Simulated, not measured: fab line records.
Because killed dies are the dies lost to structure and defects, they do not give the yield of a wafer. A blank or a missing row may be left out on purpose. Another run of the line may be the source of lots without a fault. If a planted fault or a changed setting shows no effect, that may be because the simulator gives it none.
Split-lot study :: flow n5_finfet :: route with 1938 steps; 7 lots, 21 wafers read

== ABOUT THE SPLIT ==
At N5_BEOL_M7_VIA_ETCH_34 (etches SiCOH lowk in C4F6/O2, target depth 125.5 nm, time 50.5 s), the setting time_s was moved away from the recipe's 50.5 s on 5 of the 21 wafers read, by -9.9% to +20.1%. This setting was run at the recipe's value on the other wafers.

The split's own step is where the reading is taken.

== THE READING ==
etch.depth_nm (the simulator's own value, which no gauge read), in nm, at N5_BEOL_M7_VIA_ETCH_34 (etches SiCOH lowk in C4F6/O2, target depth 125.5 nm, time 50.5 s). The file does not state a usual value for it. Average 124.7 nm, standard deviation 3.6 nm, over the 16 wafers here run with the recipe.

wafer: L085.1
tool, chamber at the split: rie_diel-02, 0
time_s as run, s: 50.5
against the recipe: recipe
etch.depth_nm, nm: 126.2
against lot-mates on the recipe: -

wafer: L085.2
tool, chamber at the split: rie_diel-02, 2
time_s as run, s: 56.18
against the recipe: +11.2%
etch.depth_nm, nm: 134.1
against lot-mates on the recipe: +10.1

wafer: L085.3
tool, chamber at the split: rie_diel-02, 1
time_s as run, s: 50.5
against the recipe: recipe
etch.depth_nm, nm: 121.7
against lot-mates on the recipe: -

wafer: L084.3
tool, chamber at the split: rie_diel-02, 2
time_s as run, s: 50.5
against the recipe: recipe
etch.depth_nm, nm: 122.2
against lot-mates on the recipe: -

wafer: L084.4
tool, chamber at the split: rie_diel-02, 3
time_s as run, s: 50.5
against the recipe: recipe
etch.depth_nm, nm: 129.3
against lot-mates on the recipe: -

wafer: L084.5
tool, chamber at the split: rie_diel-02, 1
time_s as run, s: 50.5
against the recipe: recipe
etch.depth_nm, nm: 123.6
against lot-mates on the recipe: -

wafer: L086.3
tool, chamber at the split: rie_diel-02, 3
time_s as run, s: 50.5
against the recipe: recipe
etch.depth_nm, nm: 130.6
against lot-mates on the recipe: -

wafer: L086.4
tool, chamber at the split: rie_diel-02, 1
time_s as run, s: 50.5
against the recipe: recipe
etch.depth_nm, nm: 123.5
against lot-mates on the recipe: -

wafer: L086.5
tool, chamber at the split: rie_diel-02, 3
time_s as run, s: 50.5
against the recipe: recipe
etch.depth_nm, nm: 128.9
against lot-mates on the recipe: -

wafer: L089.1
tool, chamber at the split: rie_diel-01, 2
time_s as run, s: 45.48
against the recipe: -9.9%
etch.depth_nm, nm: 109.7
against lot-mates on the recipe: -15.3

wafer: L089.5
tool, chamber at the split: rie_diel-01, 0
time_s as run, s: 50.5
against the recipe: recipe
etch.depth_nm, nm: 123.1
against lot-mates on the recipe: -

wafer: L089.6
tool, chamber at the split: rie_diel-01, 3
time_s as run, s: 50.5
against the recipe: recipe
etch.depth_nm, nm: 127
against lot-mates on the recipe: -

wafer: L090.2
tool, chamber at the split: rie_diel-03, 1
time_s as run, s: 50.5
against the recipe: recipe
etch.depth_nm, nm: 128.7
against lot-mates on the recipe: -

wafer: L090.4
tool, chamber at the split: rie_diel-03, 3
time_s as run, s: 50.5
against the recipe: recipe
etch.depth_nm, nm: 119.8
against lot-mates on the recipe: -

wafer: L090.5
tool, chamber at the split: rie_diel-03, 0
time_s as run, s: 60.64
against the recipe: +20.1%
etch.depth_nm, nm: 147.8
against lot-mates on the recipe: +23.6

wafer: L096.1
tool, chamber at the split: rie_diel-01, 2
time_s as run, s: 50.5
against the recipe: recipe
etch.depth_nm, nm: 122
against lot-mates on the recipe: -

wafer: L096.2
tool, chamber at the split: rie_diel-01, 0
time_s as run, s: 56.44
against the recipe: +11.8%
etch.depth_nm, nm: 137.8
against lot-mates on the recipe: +16.4

wafer: L096.6
tool, chamber at the split: rie_diel-01, 2
time_s as run, s: 50.5
against the recipe: recipe
etch.depth_nm, nm: 120.9
against lot-mates on the recipe: -

wafer: L097.2
tool, chamber at the split: rie_diel-03, 3
time_s as run, s: 50.5
against the recipe: recipe
etch.depth_nm, nm: 118.7
against lot-mates on the recipe: -

wafer: L097.4
tool, chamber at the split: rie_diel-03, 1
time_s as run, s: 50.5
against the recipe: recipe
etch.depth_nm, nm: 128.2
against lot-mates on the recipe: -

wafer: L097.5
tool, chamber at the split: rie_diel-03, 2
time_s as run, s: 45.79
against the recipe: -9.3%
etch.depth_nm, nm: 116.6
against lot-mates on the recipe: -6.8

FIT RESULTS
A straight line over all 21 wafers: etch.depth_nm changes by +1.12 nm for each +1% of time_s; r = +0.90; the points scatter about the line by 3.6 nm.
The same after taking each lot's own level away (the mean of its wafers on the recipe; 21 wafers): +1.17 nm for each +1%; r = +0.92; scatter 3.3 nm.
On that fit, the largest move of time_s shifts the reading by 23 nm.
Across the lots, their own levels run from 121.45 to 127.67 nm, a range of 1.7 times the standard deviation given above.
Hence the lot-to-lot level has little effect on the slope; both slopes agree.
Check: for one of the wafers moved furthest among these (+20.1%), held out of the fit, the line's prediction against its lot-mates is +23.3 nm. It came out at +23.6 nm against them.

== OTHER SPLITS ON THESE WAFERS ==
Other splits were also applied to these wafers ahead of the reading. Each is held against what the fit with the lots' levels taken away leaves over:
other split on the same wafers: N5_BEOL_M7_EXPOSE_08 dose_mj
wafers away from the commonest value: 4
r with etch.depth_nm (lot level and that fit taken away): +0.13

== FILE'S OWN FIT ==
etch.depth_nm changes by +1.17 nm for each +1% of time_s, r = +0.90.
